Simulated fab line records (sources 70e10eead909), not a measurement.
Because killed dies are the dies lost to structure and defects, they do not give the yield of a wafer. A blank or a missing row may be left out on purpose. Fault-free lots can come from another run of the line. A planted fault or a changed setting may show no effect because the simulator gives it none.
fab line records | flow nand-harc
record: lots: 12 wafers: 36 last-day: 24
route steps=1159 shown A_SGD_CUT@763 A_BONDPAD@1077 THIN_TSV@1129 END@1159
lots that met no fault: taken from a fault-free run of the same line
start-h: start of the lot's first displayed wafer, in hours after the record's first day | wait-h: hours from the lot's prior step to this one | " the same as in the row above | L1.1+2: a row that stands for several wafers | - no value, or no start was given | * or withheld: withheld | < > ~ a bound
route shown NAME@n: names a module that has steps shown in the file, with the first one's number in the route | usual: the fault-free wafers' mean and standard deviation | same: alike in all rows | chamber/n: place in a boat | sites: the reading at each site | _std_site: the standard deviation of these | _edge_site: mean of outer sites minus mean of inner sites | radius-mm: how far each site lies from the wafer's centre | mask NAME#n: copy n | behind: tool/chamber where the wafer was last shaped | hold: reason for holding the lot/hours on hold/outcome of the hold | device: whichever transistor did not switch (one of n, p or np) | end of line: tests run on the same wafers once the route is complete | a step with no rows: only its recipe | killed: count of dies lost to structure and defects at first sort (not the wafer's yield) | map: dies across one wafer; x = killed, . = not, _ = none there
set.NAME: setting as actually run; set.NAME@STEP: the setting as run at that earlier step | model.NAME: the simulator's own value behind a step, which no gauge read
one table for each step of the route and one row for each wafer, over a sample of lots
services: when a tool's chamber went out of use (start-h, in hours from the record's first day, below 0 if earlier), for how many hours, and the reason
== steps ==
step: NHARC_A_SGD_CUT_ETCH_59
recipe: target-depth-a: 2600 over-etch-frac: 0.25 time-s: 406.25 ion-energy-ev: 200 n2-flow-sccm: 150 h2-flow-sccm: 150 ar-flow-sccm: 0 rf-w: 400 bias-w: 150 chemistry: N2/H2
usual: drypump-motor-current-A: 5.9/0.53 oes-product-au: 0.999/0.007 rf-vpp-V: 431.6/2.6 showerhead-plenum-p-Torr: 2.08/0.091 throttle-valve-pct: 14.172/0.0097
columns lot.wafer tool chamber start-h wait-h drypump-motor-current-A oes-product-au rf-hours-counter-h rf-vpp-V showerhead-plenum-p-Torr throttle-valve-pct
L873.4 rie-diel-12 0 302.58 - 6.7 1.022 8 435.3 2.17 14.178
L873.6 " 1 " " 6.6 1.003 - 434.3 2.20 14.154
L873.5 " 2 " " 5.0 1.003 - 434.7 2.16 14.172
L875.3 rie-diel-13 2 320.90 - 5.6 0.994 2 431.6 2.09 14.184
L875.1 " 3 " " 6.1 0.997 3 431.8 2.09 14.175
L875.4 " 0 " " 5.8 0.999 3 431.3 2.04 14.175
L876.1 rie-diel-13 2 322.12 - 5.6 0.993 3 431.5 2.09 14.181
L876.2 " 0 " " 5.7 0.991 3 430.1 2.04 14.173
L876.6 " 2 " " 5.6 0.992 - 432.4 2.09 14.184
L874.4 rie-diel-12 1 322.32 - 6.6 1.000 11 434.0 2.20 14.192
L874.5 " 0 " " 6.7 1.008 - 433.3 2.17 14.183
L874.6 " 1 " " 6.6 0.998 - 435.2 2.20 14.173
L881.1 rie-diel-13 3 366.09 - 6.1 0.992 8 431.6 2.09 14.179
L881.4 " 0 " " 5.8 0.982 8 428.9 2.03 14.160
L881.5 " 1 " " 5.6 1.008 - 429.8 1.98 14.166
L891.2 rie-diel-12 0 401.93 - 6.7 0.995 2 435.0 2.17 14.173
L891.4 " 1 " " 6.6 0.998 2 435.3 2.19 14.174
L891.3 " 3 " " 5.3 1.004 2 427.5 1.96 14.167
L888.1 rie-diel-02 1 411.59 - 6.0 1.000 6 434.6 2.15 14.169
L888.2 " 2 " " 6.0 0.997 6 428.7 1.94 14.163
L888.4 " 1 " " 6.0 0.998 - 433.7 2.15 14.180
L892.1 rie-diel-02 1 423.69 - 6.0 1.000 7 433.9 2.15 14.159
L892.3 " 0 " " 5.9 0.987 7 426.9 1.94 14.163
L892.6 " 2 " " 6.0 0.997 - 428.2 1.94 14.175
L887.4 rie-diel-12 0 423.97 - 6.7 0.995 5 435.0 2.16 14.171
L887.1 " 2 " " 5.0 1.010 4 433.5 2.15 14.167
L887.6 " 1 " " 6.6 0.998 - 435.4 2.19 14.179
L893.3 rie-diel-02 1 428.56 - 6.0 1.001 8 434.0 2.15 14.173
L893.1 " 2 " " 6.0 1.005 8 428.4 1.94 14.174
L893.4 " 2 " " 6.0 1.004 - 427.0 1.94 14.183
L896.2 rie-diel-13 0 443.19 - 5.8 0.986 16 431.2 2.03 14.178
L896.4 " 1 " " 5.6 0.993 12 429.4 1.98 14.178
L896.5 " 2 " " 5.6 0.985 - 431.9 2.08 14.167
L895.2 rie-diel-12 2 443.56 - 5.0 1.004 6 434.0 2.15 14.153
L895.4 " 0 " " 6.7 0.994 7 432.8 2.16 14.170
L895.6 " 2 " " 5.0 0.997 - 434.6 2.15 14.165
step: NHARC_A_BONDPAD_ETCH_12
recipe: target-depth-a: 2200 time-s: 110 chf3-flow-sccm: 50 o2-flow-sccm: 10 ar-flow-sccm: 200 rf-w: 500 bias-w: 200 chemistry: CHF3/O2
usual: drypump-motor-current-A: 5.5/0.41 o2-flow-sccm: 10.00/0.031 oes-product-au: 0.948/0.025 rf-vpp-V: 370.8/2.2 showerhead-plenum-p-Torr: 2.41/0.1 throttle-valve-pct: 20.573/0.011
columns lot.wafer tool chamber start-h wait-h drypump-motor-current-A o2-flow-sccm oes-product-au rf-hours-counter-h rf-vpp-V showerhead-plenum-p-Torr throttle-valve-pct
L873.4 rie-diel-10 2 - - 5.2 10.00 0.968 2 374.6 2.58 20.577
L873.5 " 3 " " 5.6 10.01 0.948 - 371.6 2.42 20.565
L873.6 " 0 " " 5.3 10.00 0.988 - 369.7 2.33 20.565
L876.2 rie-diel-01 2 - - 5.6 9.92 0.914 17 366.0 2.26 20.580
L876.1 " 0 " " 5.3 10.06 0.917 16 373.2 2.45 20.551
L876.6 " 1 " " 5.7 9.91 0.913 - 371.7 2.48 20.569
L875.3 rie-diel-10 2 - - 5.3 10.01 0.944 2 373.9 2.58 20.591
L875.1 " 3 " " 5.6 10.00 0.939 2 371.3 2.42 20.569
L875.4 " 2 " " 5.2 10.00 0.945 - 374.2 2.58 20.585
L874.4 rie-diel-10 3 - - 5.6 9.97 0.957 3 369.8 2.42 20.588
L874.6 " 1 " " 5.0 9.97 0.989 - 368.9 2.34 20.574
L874.5 " 2 " " 5.2 10.05 0.974 - 373.2 2.58 20.570
L881.1 rie-diel-01 0 - - 5.3 10.02 0.920 27 372.5 2.45 20.560
L881.5 " 2 " " 5.5 10.02 0.909 - 366.7 2.26 20.575
L881.4 " 0 " " 5.3 9.99 0.918 - 370.4 2.45 20.558
L891.3 rie-diel-03 3 - - 6.4 10.03 0.924 40 371.5 2.49 20.593
L891.4 " 0 " " 5.3 9.95 0.915 38 373.5 2.58 20.556
L891.2 " 1 " " 6.4 9.97 0.929 44 368.5 2.23 20.559
L888.1 rie-diel-10 3 - - 5.6 9.98 0.920 6 371.1 2.42 20.573
L888.4 " 0 " " 5.3 9.98 0.905 6 369.7 2.33 20.578
L888.2 " 1 " " 5.0 10.00 0.930 6 369.3 2.34 20.562
L887.1 rie-diel-03 2 - - 6.8 9.96 0.938 42 370.2 2.35 20.564
L887.4 " 2 " " 6.8 10.00 0.936 - 368.6 2.35 20.575
L887.6 " 3 " " 6.4 9.98 0.944 - 372.5 2.49 20.573
L892.3 rie-diel-10 2 - - 5.2 9.98 0.968 6 374.3 2.58 20.583
L892.1 " 1 " " 5.0 10.03 0.970 6 370.1 2.34 20.577
L892.6 " 3 " " 5.6 10.01 0.986 - 371.8 2.42 20.585
L893.3 rie-diel-10 2 - - 5.2 10.07 0.973 7 373.8 2.58 20.584
L893.1 " 0 " " 5.3 10.00 0.955 6 369.8 2.33 20.584
L893.4 " 0 " " 5.3 9.95 0.962 - 369.6 2.33 20.580
L895.2 rie-diel-10 1 - - 5.0 10.01 0.983 0 369.2 2.34 20.569
L895.4 " 3 " " 5.6 10.02 0.953 0 372.6 2.42 20.564
L895.6 " 0 " " 5.3 9.98 0.973 - 368.8 2.33 20.574
L896.2 rie-diel-10 1 - - 5.0 9.95 0.980 0 369.1 2.34 20.560
L896.4 " 2 " " 5.2 9.97 0.975 0 373.8 2.58 20.556
L896.5 " 2 " " 5.2 9.96 0.973 - 374.2 2.58 20.558
step: NHARC_THIN_TSV_PVD_19
recipe: target-thk-a: 200 chamber-pressure-pa: 5 material: TaN
usual: throttle-valve-pct: 30.3/1
columns lot.wafer tool chamber start-h wait-h throttle-valve-pct
L873.4 pvd-sputter-01 - - - 30.5
L873.5 " - " " 30.4
L873.6 " - " " 30.8
L876.1 pvd-sputter-02 - - - 28.7
L876.2 " - " " 30.7
L876.6 " - " " 30.2
L875.1 pvd-sputter-03 - - - 29.3
L875.3 " - " " 30.3
L875.4 " - " " 30.8
L874.4 pvd-sputter-03 - - - 30.8
L874.5 " - " " 31.7
L874.6 " - " " 30.6
L881.1 pvd-sputter-02 - - - 30.5
L881.4 " - " " 30.8
L881.5 " - " " 28.4
L891.2 pvd-sputter-01 - - - 29.9
L891.3 " - " " 27.4
L891.4 " - " " 30.7
L888.1 pvd-sputter-02 - - - 30.6
L888.2 " - " " 30.4
L888.4 " - " " 30.6
L892.3 pvd-sputter-02 - - - 30.5
L892.1 " - " " 28.3
L892.6 " - " " 30.3
L887.1 pvd-sputter-03 - - - 29.1
L887.4 " - " " 31.6
L887.6 " - " " 31.6
L893.1 pvd-sputter-01 - - - 30.0
L893.4 " - " " 31.8
L893.3 " - " " 31.1
L895.2 pvd-sputter-03 - - - 30.8
L895.4 " - " " 29.0
L895.6 " - " " 30.8
L896.2 pvd-sputter-01 - - - 29.7
L896.4 " - " " 27.7
L896.5 " - " " 29.9
step: NHARC_THIN_TSV_ANNEAL_52
recipe: temp-c: 225 time-s: 90
usual: wafer_temp_C_max: 226.11/0.25
columns lot.wafer tool chamber start-h wait-h wafer_temp_C_max
L873.4 rtp-anneal-02 0 423.59 0.5 225.96
L873.5 " 0 " " 226.32
L873.6 " 0 " " 226.43
L876.1 rtp-anneal-02 0 429.23 0.6 226.15
L876.2 " 0 " " 225.76
L876.6 " 0 " " 226.26
L875.1 rtp-anneal-01 0 430.16 0.6 226.16
L875.3 " 0 " " 225.81
L875.4 " 0 " " 225.98
L874.4 rtp-anneal-02 0 439.36 0.6 226.51
L874.5 " 0 " " 226.00
L874.6 " 0 " " 226.23
L881.1 rtp-anneal-01 0 478.78 0.6 226.02
L881.4 " 0 " " 226.08
L881.5 " 0 " " 225.96
L891.2 rtp-anneal-02 0 526.59 0.7 226.25
L891.3 " 0 " " 225.91
L891.4 " 0 " " 226.07
L888.1 rtp-anneal-01 0 530.96 0.5 225.94
L888.2 " 0 " " 225.77
L888.4 " 0 " " 226.33
L892.1 rtp-anneal-01 0 537.74 0.5 226.09
L892.3 " 0 " " 226.04
L892.6 " 0 " " 226.64
L887.1 rtp-anneal-01 0 539.05 0.6 225.79
L887.4 " 0 " " 226.11
L887.6 " 0 " " 225.93
L893.1 rtp-anneal-02 0 549.61 0.7 225.94
L893.3 " 0 " " 226.44
L893.4 " 0 " " 226.26
L895.2 rtp-anneal-01 0 561.80 0.6 225.88
L895.4 " 0 " " 225.83
L895.6 " 0 " " 225.69
L896.2 rtp-anneal-01 0 573.89 0.7 225.76
L896.4 " 0 " " 226.26
L896.5 " 0 " " 226.09
step: NHARC_END_SORT_01
recipe: temp-c: 25
usual: killed-at-array: 27/11 killed-at-other: 0.8/1.1 killed-at-periphery: 2.8/1.9 killed-dies: 30/11 killed-open: 3.3/1.8 killed-short: 2.3/1.5
same: gross-dies: 677
columns lot.wafer tool chamber start-h wait-h killed-at-array killed-at-other killed-at-periphery killed-dies killed-open killed-short
L881.1 prober-02 0 489.77 2.5 97 4 4 105 3 2
L881.4 prober-02 0 492.18 3.4 37 3 5 45 4 5
L881.5 prober-02 0 492.99 3.7 39 1 2 42 3 2
killed by level:class
L881.1 A_SGD_CUT:unspecified=55 A_SLIT:chamber-film-flake=16 A_CHANNEL_HOLE_D1:chamber-film-flake=13 P_GATE:chamber-film-flake=4 A_STAIRCASE:chamber-film-flake=4 A_CONTACT:chamber-film-flake=3 A_WL_FILL:chamber-film-flake=2 HYBRID_BOND:chamber-film-flake=2
L881.4 A_CHANNEL_HOLE_D1:chamber-film-flake=16 A_SLIT:chamber-film-flake=8 P_GATE:chamber-film-flake=3 A_CONTACT:chamber-film-flake=3 HYBRID_BOND:chamber-film-flake=3 A_CONTACT:geometric-particle:short=2 A_ONON_D1:geometric-particle:short=1 A_CHANNEL_FILL_D1:geometric-particle:open=1
L881.5 A_SLIT:chamber-film-flake=15 A_CHANNEL_HOLE_D1:chamber-film-flake=11 A_STAIRCASE:chamber-film-flake=4 A_CONTACT:chamber-film-flake=3 A_SOURCE_PLATE:geometric-particle:open=2 P_GATE:chamber-film-flake=2 A_ONON_D1:geometric-particle:short=1 A_CONTACT:geometric-particle:short=1
== services ==
columns tool chamber start-h hours kind
pvd-sputter-03 - 280.00 10.0 pm
rie-diel-12 3 282.83 4.1 repair
rtp-anneal-02 - 300.00 12.0 pm
rie-diel-13 2 302.04 4.4 repair
rie-diel-12 1 327.02 12.7 repair
rie-diel-12 3 330.65 11.5 repair
pvd-sputter-01 - 336.00 10.0 pm
rie-diel-13 2 336.84 5.3 repair
pvd-sputter-01 - 351.31 3.0 repair
pvd-sputter-03 - 352.54 0.7 repair
rie-diel-10 - 353.50 9.0 pm
rie-diel-13 1 366.36 30.1 repair
rie-diel-12 0 369.94 2.3 repair
rie-diel-12 1 373.02 6.4 repair
rie-diel-12 - 379.40 9.0 pm
pvd-sputter-02 - 392.03 10.0 pm
rie-diel-10 0 411.03 5.3 repair
pvd-sputter-01 - 448.04 17.1 repair
rie-diel-12 0 488.47 15.5 repair
rie-diel-10 3 529.19 8.0 repair
rie-diel-10 - 530.55 9.0 pm
rie-diel-12 3 533.44 8.5 repair
rie-diel-10 3 554.01 3.9 repair
rie-diel-12 - 556.40 9.0 pm
== key ==
first-sign: step: NHARC_END_SORT_01 reading: killed-dies direction: up sigmas: 6.8 usual: 30 struck: 105
effect: step: NHARC_END_SORT_01 reading: killed-at-array direction: up sigmas: 6.5 usual: 27 struck: 97
more-kills-born-at: NHARC_A_SGD_CUT_ETCH_59@rie-diel-13: 55
met-at NHARC_A_SGD_CUT_ETCH_59
struck-lots L881
struck-wafers L881.1
tester-left-out L881
not-acting-at NHARC_A_BONDPAD_ETCH_12,NHARC_THIN_TSV_PVD_19,NHARC_THIN_TSV_ANNEAL_52
onset-between 320.90 366.09
fault: kind: chamber-particle-source tool: rie-diel-13 chamber: 3 onset-h: 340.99 steps: NHARC_A_SGD_CUT_ETCH_59 rate-per-visit-cm2: 1.0876 end-h: 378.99
tester-left-out: of these lots the tester's yield and bins aren't shown, on N5 and GAA mostly nor the transistor test; their killed dies are dies lost to structure and defects alone, not to doping, threshold or leakage, so they don't give the yield
